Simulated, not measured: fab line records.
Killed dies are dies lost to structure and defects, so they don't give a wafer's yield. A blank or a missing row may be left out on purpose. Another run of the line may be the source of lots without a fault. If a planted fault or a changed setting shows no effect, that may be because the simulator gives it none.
Matching of chambers | flow n5 finfet | N5_BEOL_M8_CURE_74 on uv cure-03 has 3 sister chambers
The step cures SiCOH lowk, time 240 s. 24 wafers are shown with their chamber, then 12 later ones without.

EACH WAFER AND ITS CHAMBER
wafer  | chamber | wafer_temp_C_max | lamp power pct (%)
L076.1 | 2       | 385.8            | 52.32
L076.2 | 2       | 386.0            | 52.29
L076.3 | 2       | 386.1            | 52.22
L076.4 | 2       | 386.2            | 52.32
L076.5 | 2       | 386.1            | 52.28
L076.6 | 2       | 386.1            | 52.39
L078.1 | 2       | 386.1            | 52.39
L078.3 | 2       | 386.3            | 52.25
L078.5 | 2       | 386.3            | 52.35
L080.1 | 1       | 385.5            | 52.26
L080.2 | 1       | 386.2            | 52.29
L080.4 | 1       | 386.5            | 52.31
L080.3 | 1       | 385.7            | 52.31
L080.5 | 1       | 385.4            | 52.27
L080.6 | 1       | 386.3            | 52.34
L084.2 | 0       | 387.4            | 52.31
L084.4 | 0       | 388.0            | 52.29
L084.5 | 0       | 388.3            | 52.25
L087.1 | 1       | 386.0            | 52.23
L087.2 | 1       | 386.1            | 52.29
L087.5 | 1       | 385.9            | 52.27
L090.2 | 0       | 387.8            | 52.34
L090.5 | 0       | 387.3            | 52.38
L090.6 | 0       | 387.8            | 52.27

SIGNATURES, as means of the wafers listed above
reading          | chamber 0 | chamber 1 | chamber 2 | scatter within a chamber
wafer_temp_C_max | 387.767   | 385.956   | 386.111   | 0.306
lamp power pct   | 52.3067   | 52.2856   | 52.3122   | 0.0475
Rule: a wafer's distance from a chamber is the root of the sum, over the readings, of the square of ((its reading less the chamber's mean) divided by the reading's scatter). The wafer belongs to the nearest chamber; if the next one is less than 2 further off, it can't be placed. The scatter: take each reading less its chamber's mean, square it, sum over the shown wafers, divide by the number of wafers less the number of chambers, and take the root.

WAFERS WHOSE CHAMBER IS MISSING
wafer  | wafer_temp_C_max | lamp power pct (%)
L092.1 | 387.3            | 52.34
L092.2 | 387.4            | 52.28
L092.5 | 388.3            | 52.23
L092.3 | 387.2            | 52.36
L092.4 | 387.8            | 52.35
L092.6 | 387.8            | 52.37
L095.1 | 386.2            | 52.22
L095.4 | 386.5            | 52.35
L095.6 | 386.2            | 52.30
L097.1 | 388.0            | 52.34
L097.3 | 388.4            | 52.39
L097.6 | 388.9            | 52.25

WHICH CHAMBER EACH WENT THROUGH
wafer  | from the rows above     | in truth
L092.1 | 0                       | 0
L092.2 | 0                       | 0
L092.5 | 0                       | 0
L092.3 | can't be placed: 0 or 2 | 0
L092.4 | 0                       | 0
L092.6 | 0                       | 0
L095.1 | can't be placed: 1 or 2 | 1
L095.4 | can't be placed: 2 or 1 | 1
L095.6 | can't be placed: 2 or 1 | 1
L097.1 | 0                       | 0
L097.3 | 0                       | 0
L097.6 | 0                       | 0
Placed correctly: 8 of 12. Not placeable from these rows: 4 (in 4, the candidates include the true chamber). Placed wrongly: 0.
